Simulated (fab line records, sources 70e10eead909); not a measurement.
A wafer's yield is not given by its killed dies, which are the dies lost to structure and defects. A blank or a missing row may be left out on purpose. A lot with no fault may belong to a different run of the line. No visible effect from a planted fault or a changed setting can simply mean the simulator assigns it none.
Which of the tools did it?    flow nand harc    36 wafers from 12 lots sampled at 5 of the route's 1302 steps

== WHAT EACH GAUGE READ, for each wafer ==
NHARC_A_CONTACT_CD_MEAS_53. Usual: cd nm reads 289.6 nm (standard deviation 0.79).
lot   measured      on         cd nm (nm)         flag
L107  day 22 00:32  cd sem-01  290.4 289.7 289.5  
L106  day 22 04:29  cd sem-02  288.9 288.7 288.4  
L105  day 22 05:55  cd sem-03  289.1 290.0 289.4  
L111  day 23 11:37  cd sem-01  288.6 289.7 288.6  
L116  day 26 08:50  cd sem-01  290.0 291.0 289.9  
L118  day 26 13:06  cd sem-02  288.2 288.4 288.6  
L119  day 27 07:43  cd sem-03  290.1 289.7 289.9  
L120  day 27 08:05  cd sem-03  289.5 289.6 290.2  
L121  day 28 18:18  cd sem-03  291.7 290.4 290.4  
L124  day 29 12:05  cd sem-02  290.1 290.1 290.1  
L123  day 29 15:11  cd sem-01  289.4 289.6 289.7  
L128  day 30 14:16  cd sem-03  287.5 287.7 288.4  

NHARC_END_SORT_01. Usual: killed at array 55, standard deviation 23; killed at other 1.0, standard deviation 1.2; killed at periphery 3.2, standard deviation 2.7; killed dies 59, standard deviation 23; killed open 3.1, standard deviation 1.6; killed short 2.2, standard deviation 1.5.
lot   measured      on         killed at array  killed at other  killed at periphery  killed dies  killed open  killed short  flag
L116  day 29 03:47  prober-02  86 96            2 2              2 2                  90 100       6 3          2 0           

== WHAT TOOL EACH LOT RAN ON (gives the tool, then ch and the chambers of the sampled wafers, and finally the start) ==
lot   NHARC_A_CONTACT_ETCH_114              NHARC_A_CONTACT_ETCH_120              NHARC_A_CONTACT_ETCH_90
L107  har cap etch-02 ch 0,1, day 21 21:47  har cap etch-02 ch 0,1, day 21 22:49  rie diel-11 ch 0,1,2, day 22 00:20
L106  har cap etch-02 ch 0,1, day 22 01:44  har cap etch-02 ch 0,1, day 22 02:46  rie diel-11 ch 0,1,2, day 22 04:16
L105  har cap etch-03 ch 0,1, day 22 03:11  har cap etch-03 ch 0,1, day 22 04:12  rie diel-11 ch 1,2,3, day 22 05:43
L111  har cap etch-02 ch 0,1, day 23 08:55  har cap etch-02 ch 0,1, day 23 09:56  rie diel-02 ch 0,2,3, day 23 11:25
L116  har cap etch-01 ch 0,1, day 26 05:29  har cap etch-01 ch 0,1, day 26 06:52  rie diel-11 ch 0,1,2, day 26 08:37
L118  har cap etch-02 ch 0,1, day 26 10:23  har cap etch-02 ch 0,1, day 26 11:25  rie diel-02 ch 0,2,3, day 26 12:52
L119  har cap etch-02 ch 0,1, day 27 04:58  har cap etch-02 ch 0,1, day 27 05:59  rie diel-02 ch 2,3, day 27 07:29
L120  har cap etch-01 ch 0, day 27 05:22    har cap etch-01 ch 0, day 27 06:23    rie diel-02 ch 1,2,3, day 27 07:54
L121  har cap etch-02 ch 0,1, day 28 15:32  har cap etch-02 ch 0,1, day 28 16:34  rie diel-11 ch 1,2,3, day 28 18:03
L124  har cap etch-02 ch 1, day 29 09:19    har cap etch-02 ch 1, day 29 10:20    rie diel-09 ch 0,2, day 29 11:51
L123  har cap etch-03 ch 0,1, day 29 12:28  har cap etch-03 ch 0,1, day 29 13:29  rie diel-11 ch 0,2,3, day 29 14:58
L128  har cap etch-01 ch 0,1, day 30 11:35  har cap etch-01 ch 0,1, day 30 12:36  rie diel-11 ch 0,1,3, day 30 14:03
- NHARC_A_CONTACT_ETCH_114: etches the open film in C4F8/O2/Ar, time 190 s, target depth 1850 nm.
- NHARC_A_CONTACT_ETCH_120: etches the open film in C4F8/O2/Ar, time 190 s, target depth 1850 nm.
- NHARC_A_CONTACT_ETCH_90: etches the open film in CH3F/O2, target depth 40 nm, time 85.7 s.

== AS READ BY THE TOOLS THEMSELVES (means over the sampled wafers that have a number; for cases with no such wafer, the mark the record gives instead) ==
NHARC_A_CONTACT_ETCH_90. Usual: bias w is 100.00 W with standard deviation 0.26, drypump motor current A is 5.7 A with standard deviation 0.52, oes product au is 0.95 a.u. with standard deviation 0.038, rf vpp V is 245.4 V with standard deviation 1.6, run length s is 106.9 s with standard deviation 0.37, showerhead plenum p Torr is 2.53 Torr with standard deviation 0.1, and throttle valve pct is 20.662 % with standard deviation 0.0089.
lot   tool         bias w (W)  drypump motor current A (A)  oes product au (a.u.)  rf vpp V (V)  run length s (s)  showerhead plenum p Torr (Torr)  throttle valve pct (%)  flag
L107  rie diel-11  99.78       5.7                          0.92                   246.4         107.1             2.57                             20.668                  
L106  rie diel-11  100.24      5.7                          1.00                   246.9         107.0             2.57                             20.649                  
L105  rie diel-11  100.06      5.8                          0.99                   246.1         106.8             2.62                             20.655                  
L111  rie diel-02  99.97       5.8                          0.92                   245.0         106.9             2.48                             20.662                  
L116  rie diel-11  100.03      5.7                          0.93                   246.2         96.1              2.56                             20.652                  OFF
L118  rie diel-02  99.76       5.8                          0.93                   243.4         106.8             2.47                             20.668                  
L119  rie diel-02  100.34      5.2                          0.91                   243.5         106.9             2.38                             20.659                  
L120  rie diel-02  99.74       5.6                          0.99                   243.8         107.0             2.43                             20.659                  
L121  rie diel-11  99.90       5.8                          0.93                   246.4         106.9             2.61                             20.660                  
L124  rie diel-09  99.93       5.7                          1.00                   245.7         107.0             2.59                             20.661                  
L123  rie diel-11  99.94       5.6                          0.93                   245.9         107.1             2.56                             20.662                  
L128  rie diel-11  99.68       5.6                          1.00                   246.3         106.9             2.60                             20.659                  

== THE ANSWER, worked out from the rows above alone ==
Rule: take the mean of a lot's wafers that have a number; if it is more than 3 standard deviations from the usual mean, the lot is off. A lot without any number at a reading at which 4 lots or more have one is off too. Any other lot the step has rows for is counted as sound. After the gauges, taken in route order, come the tools' own readings; for these a lot's mean is taken, as printed above. At the first step where some lot is off, the reading lying furthest off is the one used; lots without a number count as furthest.
Off: L116 (NHARC_A_CONTACT_ETCH_90, run length s).
A tool fits if, at that step or a process step before it, it ran every lot that is off, and no sound lot after the first of them. Of those tried, none fits.

== WHAT THE SIMULATOR HAD PUT IN ==
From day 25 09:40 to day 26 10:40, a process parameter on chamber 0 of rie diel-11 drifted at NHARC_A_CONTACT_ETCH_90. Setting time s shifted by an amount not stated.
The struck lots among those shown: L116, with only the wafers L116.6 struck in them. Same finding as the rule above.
